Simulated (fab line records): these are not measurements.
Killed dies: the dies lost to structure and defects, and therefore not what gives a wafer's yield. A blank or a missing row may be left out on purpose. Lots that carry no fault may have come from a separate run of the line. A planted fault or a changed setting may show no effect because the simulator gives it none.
Chamber matching | flow n5 finfet | ald sin-03 running N5_SDB_ALD_29: 3 sister chambers
The step deposits SiNx, target thk 30 nm, pulse time 1 s, ald cycles 600. 3 wafers are shown with their chamber, then 9 later ones without.

## WAFERS WITH THEIR CHAMBER
wafer  | chamber | heater power w (W)
L083.5 | 0       | 874
L093.1 | 2       | 932
L093.5 | 3       | 853

## WAFERS WITH NO CHAMBER GIVEN
wafer  | heater power w (W)
L095.1 | 949
L095.4 | 868
L095.5 | 867
L096.1 | 885
L096.4 | 953
L096.6 | 859
L097.1 | 866
L097.4 | 931
L097.6 | 925

## WHICH CHAMBER EACH ONE RAN IN
wafer  | from the rows above     | in truth
L095.1 | 2                       | 2
L095.4 | can't be placed: 0 or 3 | 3
L095.5 | can't be placed: 0 or 3 | 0
L096.1 | can't be placed: 0 or 3 | 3
L096.4 | 2                       | 2
L096.6 | can't be placed: 3 or 0 | 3
L097.1 | can't be placed: 0 or 3 | 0
L097.4 | 2                       | 2
L097.6 | 2                       | 2
4 of 9 placed correctly. Can't be placed from these rows: 5 (the true chamber is among the candidates in 5). Number placed wrongly: 0.
How it was worked out, from the rows above alone: a wafer's distance from a chamber is the root of the sum, over the readings, of the square of ((its reading less the chamber's mean) divided by the reading's scatter). If the next closest chamber is less than 2 further off than the closest, the wafer can't be placed; otherwise it belongs to the closest. Each chamber's mean is taken over the wafers shown for it. The scatter: root of mean squared gap, hidden wafer to nearest shown wafer, with one shown wafer a chamber.
